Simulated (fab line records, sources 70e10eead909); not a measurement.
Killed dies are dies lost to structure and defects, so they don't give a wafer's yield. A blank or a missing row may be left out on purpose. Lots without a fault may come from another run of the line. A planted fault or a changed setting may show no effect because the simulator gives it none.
Tool commonality check | flow nand_harc | 4 lots, 10 wafers sampled

WHY IT WAS OPENED
At NHARC_END_SORT_01 the reading killed_dies is flagged on 3 of 4 lots. Wafers without a fault read 32, standard deviation 9.
Rule: a lot is flagged when every wafer of it that has a number lies more than 4 standard deviations from that mean, or none has a number. The other lots count as sound.

lot  | measured     | on        | killed_dies, wafer by wafer | flag
L603 | day 21 16:17 | prober-01 | 88 82 88                    | FLAGGED
L604 | day 21 23:13 | prober-02 | 117 93 119                  | FLAGGED
L608 | day 21 23:14 | prober-01 | 139 101 93                  | FLAGGED
L612 | day 24 06:08 | prober-02 | 40                          |
The numbers of the flagged lots are 102 on average: +70 against the usual, or +8 standard deviations.

WHICH TOOL RAN EACH LOT
The record holds 3 process steps before the reading, out of a route of 1159 steps. In each cell: the tool, then ch and the chambers that the sampled wafers went through, then the start.
lot  | flag    | NHARC_A_CONTACT_ETCH_132             | NHARC_THIN_TSV_DEGAS_53      | NHARC_THIN_TSV_ETCH_36
L603 | FLAGGED | har_cap_etch-02 ch 1, day 19 04:41   | pvd_sputter-03, day 21 07:43 | rie_metal-02 ch 0, day 21 09:30
L604 | FLAGGED | har_cap_etch-02 ch 0,1, day 18 22:46 | pvd_sputter-03, day 21 05:31 | rie_metal-03 ch 0,1, day 21 07:06
L608 | FLAGGED | har_cap_etch-02 ch 0,1, day 19 09:41 | pvd_sputter-03, day 21 12:35 | rie_metal-03 ch 0,1, day 21 14:16
L612 |         | har_cap_etch-01 ch 0,1, day 21 04:44 | pvd_sputter-01, day 23 12:08 | rie_metal-03 ch 0,1, day 23 13:49
What these steps do:
- NHARC_A_CONTACT_ETCH_132: etches the open film in C4F8/O2/Ar, time 156 s, target depth 958 nm.
- NHARC_THIN_TSV_DEGAS_53: time 60 s.
- NHARC_THIN_TSV_ETCH_36: etches the open film in Cl2/BCl3, target depth 65 nm, time 18.571 s.
- NHARC_END_SORT_01

FLAGGED OVER TOTAL, TOOL BY TOOL (the gauges that took the reading come last)
step                     | tool            | lots run | flagged | share of the flagged lots | sound lots run after its first flagged lot
NHARC_A_CONTACT_ETCH_132 | har_cap_etch-01 | 1        | 0       | none                      | -
NHARC_A_CONTACT_ETCH_132 | har_cap_etch-02 | 3        | 3       | all                       | 0
NHARC_THIN_TSV_DEGAS_53  | pvd_sputter-01  | 1        | 0       | none                      | -
NHARC_THIN_TSV_DEGAS_53  | pvd_sputter-03  | 3        | 3       | all                       | 0
NHARC_THIN_TSV_ETCH_36   | rie_metal-02    | 1        | 1       | some                      | 0
NHARC_THIN_TSV_ETCH_36   | rie_metal-03    | 3        | 2       | some                      | 1 (L612)
NHARC_END_SORT_01        | prober-01       | 2        | 2       | some                      | 0
NHARC_END_SORT_01        | prober-02       | 2        | 1       | some                      | 1 (L612)

WHAT THE TABLE ALLOWS
2 rows of the table ran every flagged lot: har_cap_etch-02 at NHARC_A_CONTACT_ETCH_132, pvd_sputter-03 at NHARC_THIN_TSV_DEGAS_53.
- har_cap_etch-02 at NHARC_A_CONTACT_ETCH_132: 3 of its 3 lots flagged. It ran no sound lot before its first flagged lot in this sample, so the start can't be narrowed down.
- pvd_sputter-03 at NHARC_THIN_TSV_DEGAS_53: 3 of its 3 lots flagged. It ran no sound lot before its first flagged lot in this sample, so the start can't be narrowed down.
Counting lots can't tell these 2 tools apart, because each fits a fault that began at some hour. More lots, or a look at what each step does to the wafer, might.

WHAT THE SIMULATOR HAD PUT IN
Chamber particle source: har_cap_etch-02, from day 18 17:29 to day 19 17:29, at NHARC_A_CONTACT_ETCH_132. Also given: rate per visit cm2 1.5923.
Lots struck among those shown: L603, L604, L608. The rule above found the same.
